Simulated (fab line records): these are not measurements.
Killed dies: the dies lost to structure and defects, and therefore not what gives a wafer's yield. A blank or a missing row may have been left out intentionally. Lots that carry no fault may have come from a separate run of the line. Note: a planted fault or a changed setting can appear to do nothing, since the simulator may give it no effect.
Chamber matching :: flow nand-harc :: NHARC_A_WL_FILL_ALD_19 on ald-metal-01 has 4 sister chambers
The step deposits TiN, target thk 2 nm, pulse time 3 s, ald cycles 100. 4 wafers are shown with their chamber, then 12 later ones without.

== WAFERS PAIRED WITH THEIR CHAMBERS ==
wafer: L086.1
chamber: 0
heater-power-w (W): 956

wafer: L086.6
chamber: 3
heater-power-w (W): 999

wafer: L092.5
chamber: 2
heater-power-w (W): 977

wafer: L092.6
chamber: 1
heater-power-w (W): 1045

== WAFERS MISSING THEIR CHAMBER ==
wafer: L094.1
heater-power-w (W): 958

wafer: L094.3
heater-power-w (W): 1017

wafer: L094.5
heater-power-w (W): 1042

wafer: L097.1
heater-power-w (W): 963

wafer: L097.3
heater-power-w (W): 921

wafer: L097.6
heater-power-w (W): 1015

wafer: L097.2
heater-power-w (W): 1009

wafer: L097.4
heater-power-w (W): 1058

wafer: L097.5
heater-power-w (W): 912

wafer: L095.2
heater-power-w (W): 1053

wafer: L095.3
heater-power-w (W): 962

wafer: L095.5
heater-power-w (W): 1008

== WHICH CHAMBER EACH WENT THROUGH ==
wafer: L094.1
from the rows above: can't be placed: 0 or 2
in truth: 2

wafer: L094.3
from the rows above: can't be placed: 3 or 1 or 2
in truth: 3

wafer: L094.5
from the rows above: 1
in truth: 1

wafer: L097.1
from the rows above: can't be placed: 0 or 2 or 3
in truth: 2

wafer: L097.3
from the rows above: can't be placed: 0 or 2
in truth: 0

wafer: L097.6
from the rows above: can't be placed: 3 or 1 or 2
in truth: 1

wafer: L097.2
from the rows above: can't be placed: 3 or 2 or 1
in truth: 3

wafer: L097.4
from the rows above: 1
in truth: 1

wafer: L097.5
from the rows above: can't be placed: 0 or 2
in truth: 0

wafer: L095.2
from the rows above: 1
in truth: 1

wafer: L095.3
from the rows above: can't be placed: 0 or 2 or 3
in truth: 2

wafer: L095.5
from the rows above: can't be placed: 3 or 2 or 1
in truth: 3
Correct placement for 3 of the 12. Cannot be placed on the basis of these rows: 9; the candidates contain the true chamber in 9. Number placed wrongly: 0.
How it was worked out, from the rows above alone: a wafer's distance from a chamber is the root of the sum, over the readings, of the square of ((its reading less the chamber's mean) divided by the reading's scatter). The wafer belongs to the nearest chamber; if the next one is less than 2 further off, it can't be placed. A chamber's mean is the mean of its shown wafers. The scatter: with one shown wafer a chamber, the root of the mean of the squares of how far each hidden wafer lies from its nearest shown one.
